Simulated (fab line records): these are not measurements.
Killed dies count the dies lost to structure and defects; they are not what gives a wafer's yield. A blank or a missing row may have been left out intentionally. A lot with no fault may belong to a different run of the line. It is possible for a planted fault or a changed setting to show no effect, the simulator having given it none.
fab line records -- flow n5-finfet
record: lots: 11, wafers: 32, last-day: 17
route steps=1938 shown FIN_SAQP@116 PASSIVATION@1936
lots untouched by any fault: they come from a run of this same line in which no faults occurred
start-h: hours from the record's opening day to when the first of the lot's shown wafers began -- wait-h: time in hours since the lot's previous step -- " same as the row above -- L1.1+2: several wafers, shown together as one row -- - either no value or no given start -- * or withheld: withheld -- < > ~ a bound
route shown NAME@n: NAME is a module with steps in the file, n the number in the route of the first one -- usual: the fault-free wafers' mean and standard deviation -- same: alike in all rows -- chamber/n: place in a boat -- sites: the reading at each site -- _std_site: the standard deviation of these -- _edge_site: the outer-site mean with the inner-site mean subtracted -- radius-mm: how far each site lies from the wafer's centre -- mask NAME#n: copy n -- behind: tool/chamber where the wafer was last shaped -- hold: cause of the lot's hold/its duration in hours/its outcome -- device: names the non-switching transistor (n, p or np) -- end of line: the tests these same wafers got at the end of their route -- where a step has no rows: the recipe by itself -- killed: dies lost to structure and defects at the first sort, not the wafer's yield -- map: per-die view of a wafer (x killed, . not killed, _ where there is no die)
set.NAME: the setting that was run; set.NAME@STEP: the one run at that earlier step -- model.NAME: the simulator's own value behind a step, which no gauge read
route steps across a sampled set of lots; one table per step, one row per wafer
services: the hour from which a tool's chamber was out of use, counted from the record's first day as start-h (under 0 if before that day), plus the number of hours and why
== steps ==
step: N5_FIN_SAQP_ETCH_52
recipe: chemistry: N2/H2, target: SOC, target-depth-a: 1000, overetch-a: 200, mask-material: SiARC, temp-c: 40, time-s: 150, ion-energy-ev: 200, pressure-mtorr: 30, source-w: 840, bias-w: 150, n2-flow-sccm: 200, h2-flow-sccm: 200, ends: end-point
usual: drypump-motor-current-A: 5.7/0.42, oes-product-au: 0.72/0.08, rf-vpp-V: 523.7/2.5, showerhead-plenum-p-Torr: 2.54/0.088, throttle-valve-pct: 17.81/0.28
lot.wafer,tool,chamber,start-h,wait-h,drypump-motor-current-A,oes-product-au,rf-hours-counter-h,rf-vpp-V,showerhead-plenum-p-Torr,throttle-valve-pct
L824.1,rie-diel-03,3,35.84,0.0,5.6,0.80,45,527.1,2.71,17.85
L824.2,rie-diel-03,2,35.84,0.0,6.0,0.63,242,521.5,2.49,17.91
L824.3,rie-diel-03,1,35.84,0.0,6.7,0.63,237,521.4,2.50,17.98
L825.2,rie-diel-05,0,39.68,0.0,5.6,0.79,20,528.2,2.70,17.28
L825.3,rie-diel-05,1,39.68,0.0,5.5,0.70,140,524.3,2.54,18.07
L825.6,rie-diel-05,1,39.68,0.0,5.5,0.70,-,524.1,2.54,18.06
L827.1,rie-diel-05,1,51.82,0.0,5.5,0.70,145,522.3,2.54,18.08
L827.4,rie-diel-05,3,51.82,0.0,5.6,0.69,-,524.6,2.55,17.87
L827.6,rie-diel-05,0,51.82,0.0,5.5,0.79,-,529.0,2.69,17.28
L828.2,rie-diel-03,0,58.14,0.0,5.5,0.63,207,519.7,2.41,17.77
L828.3,rie-diel-03,3,58.14,0.0,5.6,0.79,53,528.2,2.70,17.85
L828.6,rie-diel-03,0,58.14,0.0,5.5,0.63,-,520.3,2.41,17.78
L829.2,rie-diel-01,0,64.26,0.0,5.1,0.79,24,521.2,2.49,17.36
L829.3,rie-diel-01,3,64.26,0.0,5.2,0.83,7,523.5,2.49,17.67
L829.4,rie-diel-01,0,64.26,0.0,5.1,0.79,-,522.8,2.49,17.37
L830.1,rie-diel-05,3,70.31,0.0,5.6,0.67,152,523.9,2.54,17.88
L830.2,rie-diel-05,0,70.31,0.0,5.5,0.78,34,527.1,2.69,17.31
L831.1,rie-diel-05,3,77.74,0.1,5.6,0.68,154,523.4,2.54,17.90
L831.3,rie-diel-05,3,77.74,0.1,5.6,0.67,-,522.8,2.54,17.92
L831.6,rie-diel-05,1,77.74,0.1,5.5,0.69,-,522.8,2.53,18.10
L840.1,rie-diel-05,1,131.03,0.0,5.5,0.67,179,523.9,2.52,18.13
L840.2,rie-diel-05,3,131.03,0.0,5.6,0.66,173,525.4,2.54,17.93
L840.6,rie-diel-05,3,131.03,0.0,5.6,0.67,-,523.5,2.54,17.92
L841.1,rie-diel-05,0,137.01,0.0,5.5,0.75,52,526.9,2.68,17.34
L841.3,rie-diel-05,3,137.01,0.0,5.6,0.66,177,522.9,2.53,17.93
L841.4,rie-diel-05,2,137.01,0.0,6.2,0.63,210,526.3,2.64,18.12
L842.1,rie-diel-03,0,145.09,0.0,5.5,0.61,236,519.7,2.40,17.81
L842.5,rie-diel-03,3,145.09,0.0,5.6,0.75,-,528.1,2.69,17.89
L842.6,rie-diel-03,2,145.09,0.0,6.0,0.79,-,522.9,2.48,17.63
L843.2,rie-diel-01,3,148.89,0.0,5.2,0.76,39,522.3,2.48,17.75
L843.3,rie-diel-01,2,148.89,0.0,5.8,0.63,218,521.1,2.53,18.41
L843.5,rie-diel-01,3,148.89,0.0,5.2,0.76,-,522.7,2.48,17.72
step: N5_FIN_SAQP_MANDREL_ETCH_22
recipe: target-depth-a: 600, chemistry: HBr/Cl2, target: a-Si, stop-on: SiNx, bt-time-s: 10, over-etch-frac: 0.5, time-s: 30, pressure-mtorr: 10, icp-w: 800, bias-w: 75, HBr_flow_sccm: 150, Cl2_flow_sccm: 80, ends: end-point
usual: drypump-motor-current-A: 5.5/0.4, mfc-cl2-sccm: 79.98/0.25, oes-product-au: 0.767/0.016, throttle-valve-pct: 35.4/0.35
lot.wafer,tool,chamber,start-h,wait-h,drypump-motor-current-A,mfc-cl2-sccm,oes-product-au,rf-hours-counter-h,throttle-valve-pct
L824.1,rie-si-06,0,36.03,0.0,5.1,79.90,0.773,161,35.6
L824.2,rie-si-06,3,36.03,0.0,5.0,80.33,0.764,105,35.8
L824.3,rie-si-06,1,36.03,0.0,5.8,79.79,0.786,90,35.4
L825.2,rie-si-06,3,39.87,0.0,5.0,79.91,0.748,105,35.8
L825.3,rie-si-06,2,39.87,0.0,5.8,79.82,0.734,39,34.9
L825.6,rie-si-06,2,39.87,0.0,5.8,80.12,0.742,-,34.9
L827.1,rie-si-06,0,52.01,0.0,5.2,80.02,0.776,162,35.6
L827.4,rie-si-06,2,52.01,0.0,5.7,79.94,0.745,39,34.9
L827.6,rie-si-06,3,52.01,0.0,5.0,79.67,0.775,-,35.8
L828.2,rie-si-06,2,58.33,0.0,5.8,80.11,0.742,39,34.9
L828.3,rie-si-06,1,58.33,0.0,5.8,79.96,0.791,90,35.4
L828.6,rie-si-06,3,58.33,0.0,5.0,80.38,0.747,-,35.8
L829.2,rie-si-06,2,64.45,0.0,5.7,80.22,0.735,39,34.9
L829.3,rie-si-06,1,64.45,0.0,5.8,80.56,0.786,90,35.4
L829.4,rie-si-06,1,64.45,0.0,5.8,80.30,0.782,-,35.4
L830.1,rie-si-06,2,70.50,0.0,5.7,79.65,0.738,39,34.9
L830.2,rie-si-06,0,70.50,0.0,5.2,79.78,0.771,162,35.6
L831.1,rie-si-06,2,78.02,0.0,5.8,80.36,0.751,40,34.9
L831.3,rie-si-06,1,78.02,0.0,5.8,80.00,0.793,91,35.4
L831.6,rie-si-06,0,78.02,0.0,5.2,80.15,0.780,-,35.6
L840.1,rie-si-02,2,131.23,0.0,5.9,79.67,0.770,86,35.1
L840.2,rie-si-02,0,131.23,0.0,6.5,80.16,0.779,134,35.2
L840.6,rie-si-02,3,131.23,0.0,5.4,79.90,0.766,-,35.2
L841.1,rie-si-06,1,137.20,0.0,5.8,79.74,0.800,92,35.4
L841.3,rie-si-06,2,137.20,0.0,5.7,79.95,0.753,40,34.9
L841.4,rie-si-06,0,137.20,0.0,5.1,80.55,0.774,163,35.6
L842.1,rie-si-02,1,145.29,0.0,5.8,80.21,0.758,152,35.8
L842.5,rie-si-02,1,145.29,0.0,5.8,80.35,0.764,-,35.8
L842.6,rie-si-02,2,145.29,0.0,5.9,79.93,0.774,-,35.1
L843.2,rie-si-06,2,149.09,0.0,5.8,79.43,0.744,41,34.9
L843.3,rie-si-06,1,149.09,0.0,5.8,80.32,0.776,92,35.4
L843.5,rie-si-06,1,149.09,0.0,5.8,80.29,0.792,-,35.4
step: N5_FIN_SAQP_ETCH_65
recipe: chemistry: CF4, target: SiO2, target-depth-a: 40, ion-energy-ev: 350, time-s: 4.4, pressure-mtorr: 10, icp-w: 800, bias-w: 400, cf4-flow-sccm: 80
usual: drypump-motor-current-A: 5.7/0.51, oes-product-au: 1.008/0.02, throttle-valve-pct: 21.66/0.3
lot.wafer,tool,chamber,start-h,wait-h,drypump-motor-current-A,oes-product-au,rf-hours-counter-h,throttle-valve-pct
L824.1,rie-si-04,1,38.06,0.1,5.7,0.994,96,22.15
L824.2,rie-si-04,2,38.06,0.1,5.6,0.998,3,21.43
L824.3,rie-si-04,3,38.06,0.1,6.5,0.997,8,21.46
L825.2,rie-si-04,2,41.87,0.1,5.7,1.008,3,21.45
L825.3,rie-si-04,0,41.87,0.1,4.8,1.028,0,21.23
L825.6,rie-si-04,3,41.87,0.1,6.5,0.982,-,21.42
L827.1,rie-si-04,3,54.31,0.1,6.4,0.998,9,21.44
L827.4,rie-si-04,0,54.31,0.1,4.8,1.028,0,21.23
L827.6,rie-si-04,1,54.31,0.1,5.6,0.995,-,22.16
L828.2,rie-si-02,0,60.20,0.1,6.5,1.009,133,21.53
L828.3,rie-si-02,2,60.20,0.1,5.9,1.008,85,21.61
L828.6,rie-si-02,0,60.20,0.1,6.5,1.014,-,21.52
L829.2,rie-si-02,2,66.40,0.1,5.9,0.988,85,21.60
L829.3,rie-si-02,1,66.40,0.1,5.7,1.023,151,22.05
L829.4,rie-si-02,3,66.40,0.1,5.5,1.020,99,21.61
L830.1,rie-si-02,0,73.59,0.1,6.5,1.008,133,21.54
L830.2,rie-si-02,2,73.59,0.1,5.9,0.997,85,21.59
L831.1,rie-si-04,3,80.64,0.1,6.5,1.009,9,21.44
L831.3,rie-si-04,1,80.64,0.1,5.7,0.998,97,22.15
L831.6,rie-si-04,3,80.64,0.1,6.4,0.998,-,21.45
L840.1,rie-si-04,2,133.64,0.1,5.7,1.003,5,21.43
L840.2,rie-si-04,3,133.64,0.1,6.5,1.310,10,21.55
L840.6,rie-si-04,2,133.64,0.1,5.7,1.313,-,21.54
L841.1,rie-si-04,1,139.79,0.1,5.7,0.990,98,22.16
L841.3,rie-si-04,2,139.79,0.1,5.6,1.333,5,21.54
L841.4,rie-si-04,3,139.79,0.1,6.5,1.003,10,21.44
L842.1,rie-si-06,3,147.23,0.1,5.0,0.987,107,22.05
L842.5,rie-si-06,1,147.23,0.1,5.8,1.034,-,21.83
L842.6,rie-si-06,2,147.23,0.1,5.7,0.981,-,21.56
L843.2,rie-si-06,2,150.97,0.1,5.7,0.994,41,21.56
L843.3,rie-si-06,1,150.97,0.1,5.8,1.032,92,21.84
L843.5,rie-si-06,3,150.97,0.1,5.0,0.975,-,22.05
step: N5_FIN_SAQP_ETCH_69
recipe: chemistry: N2/H2, target: SOC, target-depth-a: 1500, stop-on: SiNx, ion-energy-ev: 100, bias-w: 61, pressure-mtorr: 30, source-w: 850, n2-flow-sccm: 200, h2-flow-sccm: 200
usual: drypump-motor-current-A: 5.6/0.42, oes-product-au: 0.79/0.091, rf-vpp-V: 240.7/1.3, showerhead-plenum-p-Torr: 2.54/0.083, throttle-valve-pct: 17.8/0.32
lot.wafer,tool,chamber,start-h,wait-h,drypump-motor-current-A,oes-product-au,rf-hours-counter-h,rf-vpp-V,showerhead-plenum-p-Torr,throttle-valve-pct
L824.1,rie-diel-05,0,38.63,-,5.5,0.88,19,243.5,2.70,17.3
L824.2,rie-diel-05,2,38.63,-,6.2,0.71,185,241.5,2.65,18.1
L824.3,rie-diel-05,3,38.63,-,5.6,0.76,137,241.5,2.55,17.8
L825.2,rie-diel-01,0,42.51,-,5.1,0.90,15,240.5,2.49,17.3
L825.3,rie-diel-01,2,42.51,-,5.8,0.74,172,241.7,2.55,18.3
L825.6,rie-diel-01,1,42.51,-,5.6,0.68,-,242.0,2.61,17.9
L827.1,rie-diel-03,3,54.88,-,5.6,0.87,52,243.9,2.70,17.8
L827.4,rie-diel-03,1,54.88,-,6.7,0.70,244,239.5,2.50,18.0
L827.6,rie-diel-03,2,54.88,-,6.0,0.69,-,241.2,2.49,17.9
L828.2,rie-diel-01,0,60.77,-,5.1,0.89,22,241.4,2.49,17.4
L828.3,rie-diel-01,3,60.77,-,5.2,0.93,6,240.0,2.50,17.7
L828.6,rie-diel-01,2,60.77,-,5.8,0.73,-,239.2,2.55,18.3
L829.2,rie-diel-03,3,66.96,-,5.7,0.87,57,241.9,2.70,17.8
L829.3,rie-diel-03,0,66.96,-,5.5,0.70,210,238.9,2.41,17.8
L829.4,rie-diel-03,0,66.96,-,5.5,0.70,-,239.3,2.41,17.8
L830.1,rie-diel-01,2,74.19,-,5.8,0.72,185,239.6,2.54,18.3
L830.2,rie-diel-01,3,74.19,-,5.2,0.91,12,240.4,2.49,17.7
L831.1,rie-diel-03,0,81.20,-,5.5,0.69,217,240.5,2.41,17.8
L831.3,rie-diel-03,3,81.20,-,5.7,0.85,64,242.9,2.70,17.9
L831.6,rie-diel-03,0,81.20,-,5.5,0.69,-,239.6,2.41,17.8
L840.1,rie-diel-05,0,134.22,-,5.6,0.82,50,241.4,2.68,17.3
L840.2,rie-diel-05,2,134.22,-,6.1,0.69,208,242.1,2.64,18.1
L840.6,rie-diel-05,2,134.22,-,6.2,0.68,-,242.1,2.64,18.1
L841.1,rie-diel-01,0,140.44,-,5.1,0.84,56,239.1,2.48,17.4
L841.3,rie-diel-01,2,140.44,-,5.8,0.71,213,241.4,2.53,18.4
L841.4,rie-diel-01,0,140.44,-,5.1,0.84,-,240.7,2.48,17.4
L842.1,rie-diel-03,0,147.79,-,5.5,0.67,237,239.0,2.40,17.8
L842.5,rie-diel-03,0,147.79,-,5.5,0.68,-,240.2,2.40,17.8
L842.6,rie-diel-03,3,147.79,-,5.6,0.84,-,241.3,2.69,17.9
L843.2,rie-diel-05,1,151.54,-,5.5,0.73,188,239.2,2.52,18.1
L843.3,rie-diel-05,3,151.54,-,5.6,0.73,182,241.1,2.53,17.9
L843.5,rie-diel-05,1,151.54,-,5.5,0.73,-,240.4,2.52,18.2
step: N5_PASSIVATION_PROBE_49
usual: killed_at_M0_to_M3: 32/9.7, killed_at_M4_up: 14/5.3, killed-at-contacts: 11/6, killed-at-front-end: 39/14, killed-at-other: 3.3/2.7, killed-dies: 100/17, killed-open: 66/13, killed-short: 32/7.4
same: gross-dies: 1180, killed-at-back-side: 0
lot.wafer,tool,chamber,start-h,wait-h,killed_at_M0_to_M3,killed_at_M4_up,killed-at-contacts,killed-at-front-end,killed-at-other,killed-dies,killed-open,killed-short
L825.2,prober-02,-,283.76,0.4,28,12,13,25,11,89,62,25
L825.3,prober-02,-,283.81,0.4,29,14,3,32,4,82,45,37
L825.6,prober-02,-,283.96,0.6,25,17,6,36,11,95,57,33
L827.1,prober-02,-,294.63,0.0,34,12,27,52,5,130,89,41
L827.4,prober-02,-,294.78,0.2,35,9,5,38,5,92,54,38
L827.6,prober-02,-,294.88,0.3,39,15,9,44,2,109,69,40
L824.1,prober-02,-,300.28,0.0,33,15,21,34,8,111,71,40
L824.2,prober-02,-,300.33,0.1,28,19,18,38,0,103,65,36
L824.3,prober-02,-,300.38,0.1,42,12,11,31,6,102,79,23
L829.2,prober-01,-,307.84,0.1,28,29,9,52,0,118,74,40
L829.3,prober-01,-,307.89,0.1,15,18,9,21,7,70,51,19
L829.4,prober-01,-,307.94,0.2,34,22,7,35,1,99,60,35
L841.1,prober-02,-,377.45,0.0,34,12,17,57,6,126,77,38
L842.1,prober-01,-,397.26,0.0,35,16,9,50,6,116,83,31
L842.5,prober-01,-,397.46,0.2,21,15,10,49,6,101,71,28
L842.6,prober-01,-,397.51,0.3,25,13,3,43,7,91,58,32
killed by level:class
L825.2 MOL_CONTACT_COAG:geometric-particle:open=12 BEOL_M0:geometric-particle:open=7 BEOL_M1:geometric-particle:open=7 FIN_SAQP:geometric-particle:open=5 BEOL_M0_SAQP:geometric-particle:open=4 BEOL_M4:geometric-particle:open=4 PAD_METAL:geometric-particle:short=3 STI_FIN_REVEAL:geometric-particle:open=3
L825.3 FIN_SAQP:geometric-particle:short=9 BEOL_M0_SAQP:geometric-particle:short=8 BEOL_M3:geometric-particle:open=7 BEOL_M3:geometric-particle:short=5 FIN_SAQP:geometric-particle:open=4 BEOL_M7:geometric-particle:open=4 ILD0:geometric-particle:open=3 MOL_CONTACT_COAG:geometric-particle:open=3
L825.6 STI_FIN_REVEAL:geometric-particle:open=6 BEOL_M2:geometric-particle:open=6 STARTING-WAFER:geometric-particle:short=6 FIN_SAQP:geometric-particle:open=5 FIN_SAQP:geometric-particle:short=5 HKMG_FIN:area-etch=5 MOL_CONTACT_COAG:geometric-particle:open=4 BEOL_M1:geometric-particle:open=4
L827.1 MOL_CONTACT_COAG:geometric-particle:open=25 FIN_SAQP:geometric-particle:short=15 FIN_SAQP:geometric-particle:open=15 BEOL_M2:geometric-particle:open=9 BEOL_M3:geometric-particle:open=8 BEOL_M0_SAQP:geometric-particle:open=8 BEOL_M4:geometric-particle:open=7 STI_FIN_REVEAL:geometric-particle:open=6
L827.4 STI_FIN_REVEAL:geometric-particle:open=12 BEOL_M0_SAQP:geometric-particle:open=10 FIN_SAQP:geometric-particle:short=9 BEOL_M2:geometric-particle:open=9 BEOL_M0_SAQP:geometric-particle:short=8 GATE_CUT:geometric-particle:short=7 MOL_CONTACT_COAG:geometric-particle:open=4 BEOL_M2:geometric-particle:short=4
L827.6 FIN_SAQP:geometric-particle:short=12 BEOL_M2:geometric-particle:open=12 BEOL_M0_SAQP:geometric-particle:short=10 STI_FIN_REVEAL:geometric-particle:open=9 MOL_CONTACT_COAG:geometric-particle:open=8 BEOL_M0_SAQP:geometric-particle:open=8 BEOL_M4:geometric-particle:open=7 BEOL_M1:geometric-particle:open=5
L824.1 MOL_CONTACT_COAG:geometric-particle:open=13 STI_FIN_REVEAL:geometric-particle:open=11 BEOL_M4:geometric-particle:open=9 BEOL_M1:geometric-particle:short=8 MOL_CONTACT_COAG:geometric-particle:short=8 BEOL_M1:geometric-particle:open=7 FIN_SAQP:geometric-particle:short=5 BEOL_M0_SAQP:geometric-particle:short=5
L824.2 MOL_CONTACT_COAG:geometric-particle:open=14 ILD0:geometric-particle:open=8 FIN_SAQP:geometric-particle:open=7 BEOL_M1:geometric-particle:open=7 BEOL_M4:geometric-particle:open=7 FIN_SAQP:geometric-particle:short=6 BEOL_M3:geometric-particle:open=6 BEOL_M4:geometric-particle:short=6
L824.3 BEOL_M0_SAQP:geometric-particle:open=15 MOL_CONTACT_COAG:geometric-particle:open=11 STI_FIN_REVEAL:geometric-particle:open=8 BEOL_M1:geometric-particle:open=8 BEOL_M0_SAQP:geometric-particle:short=7 BEOL_M4:geometric-particle:open=7 DUMMY_GATE:geometric-particle:open=6 BEOL_M2:geometric-particle:open=4
L829.2 BEOL_M4:geometric-particle:open=20 FIN_SAQP:geometric-particle:short=10 DUMMY_GATE:geometric-particle:open=9 BEOL_M0_SAQP:geometric-particle:open=8 MOL_CONTACT_COAG:geometric-particle:open=7 BEOL_M3:geometric-particle:open=7 STI_FIN_REVEAL:geometric-particle:open=4 ILD0:geometric-particle:short=4
L829.3 BEOL_M4:geometric-particle:open=12 MOL_CONTACT_COAG:geometric-particle:open=9 BEOL_M0_SAQP:geometric-particle:short=6 GATE_CUT:geometric-particle:short=5 BEOL_M0_SAQP:geometric-particle:open=5 FIN_SAQP:geometric-particle:open=4 MIM_TOP_ETCH:geometric-particle:open=4 DUMMY_GATE:geometric-particle:open=3
L829.4 BEOL_M4:geometric-particle:open=17 BEOL_M2:geometric-particle:open=9 BEOL_M0_SAQP:geometric-particle:open=8 BEOL_M0_SAQP:geometric-particle:short=8 GATE_CUT:geometric-particle:short=7 MOL_CONTACT_COAG:geometric-particle:open=5 STI_FIN_REVEAL:geometric-particle:open=4 SD_EPI_N:coat-microbubble-printed=4
L841.1 STI_FIN_REVEAL:geometric-particle:open=21 MOL_CONTACT_COAG:geometric-particle:open=13 HKMG_FIN:area-etch=11 BEOL_M0_SAQP:geometric-particle:open=9 FIN_SAQP:geometric-particle:short=6 BEOL_M0_SAQP:geometric-particle:short=6 GATE_CUT:geometric-particle:short=5 BEOL_M1:geometric-particle:short=5
L842.1 FIN_SAQP:geometric-particle:open=11 BEOL_M2:geometric-particle:open=11 BEOL_M4:geometric-particle:open=10 MOL_CONTACT_COAG:geometric-particle:open=8 STI_FIN_REVEAL:geometric-particle:open=7 BEOL_M0_SAQP:geometric-particle:open=6 GATE_CUT:geometric-particle:short=6 BEOL_M3:geometric-particle:open=6
L842.5 FIN_SAQP:geometric-particle:open=15 MOL_CONTACT_COAG:geometric-particle:open=9 STI_FIN_REVEAL:geometric-particle:open=7 FIN_SAQP:geometric-particle:short=6 DUMMY_GATE:geometric-particle:open=6 BEOL_M0_SAQP:geometric-particle:short=6 BEOL_M0_SAQP:geometric-particle:open=6 BEOL_M4:geometric-particle:open=6
L842.6 FIN_SAQP:geometric-particle:open=10 DUMMY_GATE:geometric-particle:open=7 BEOL_M3:geometric-particle:open=7 BEOL_M4:geometric-particle:open=6 STARTING-WAFER:geometric-particle:open=6 ILD0:geometric-particle:short=4 BEOL_M1:geometric-particle:short=4 FIN_SAQP:geometric-particle:short=3
== services ==
tool,chamber,start-h,hours,kind
rie-diel-03,3,17.01,2.6,repair
rie-diel-05,-,17.63,15.6,pm
rie-diel-01,3,31.73,-,clean
rie-diel-01,3,31.73,-,consumable-replace:focus-ring
rie-diel-01,3,31.73,14.3,scheduled-down
rie-diel-01,3,31.73,14.3,vent-cycle
rie-si-06,3,43.56,2.7,repair
rie-diel-01,1,48.64,-,clean
rie-diel-03,2,57.20,-,clean
rie-diel-03,2,57.20,-,consumable-replace:focus-ring
rie-diel-03,2,57.20,22.6,scheduled-down
rie-diel-03,2,57.20,22.6,vent-cycle
rie-si-06,3,63.20,9.4,repair
rie-diel-05,0,77.23,7.1,repair
rie-diel-03,1,79.92,-,clean
rie-diel-03,1,79.92,-,consumable-replace:focus-ring
rie-diel-03,1,79.92,18.9,scheduled-down
rie-diel-03,1,79.92,18.9,vent-cycle
rie-diel-01,1,94.09,2.9,repair
rie-si-06,2,119.39,14.2,repair
rie-diel-05,0,122.16,10.0,repair
rie-diel-03,-,128.90,15.6,pm
rie-si-02,1,129.06,2.3,repair
rie-si-06,-,131.07,2.8,pm
== key ==
first-sign: step: N5_FIN_SAQP_ETCH_65, reading: oes-product-au, direction: up, sigmas: 16, usual: 1.008, struck: 1.319
effect none on later readings
met-at N5_FIN_SAQP_ETCH_65
struck-lots L840,L841
struck-wafers L840.2,L840.6,L841.3
tester-left-out L840,L841
baseline-loss: step: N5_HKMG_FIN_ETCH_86, wafers: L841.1
not-acting-at N5_FIN_SAQP_ETCH_52,N5_FIN_SAQP_MANDREL_ETCH_22,N5_FIN_SAQP_ETCH_69
onset-between 80.64 133.64
fault: kind: process-parameter-drift, tool: rie-si-04, chamber: -, onset-h: 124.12, steps: N5_FIN_SAQP_ETCH_65, channel: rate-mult, offset: 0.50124, shape: step, end-h: 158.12, scope: struck-wafers-only
tester-left-out: of these lots the tester's yield and bins aren't shown, on N5 and GAA mostly nor the transistor test; their killed dies are dies lost to structure and defects alone, not to doping, threshold or leakage, so they don't give the yield
baseline-loss: these wafers lose ten dies or more at that step, a loss of the line's own and not of a fault; the sort's usual values leave them out
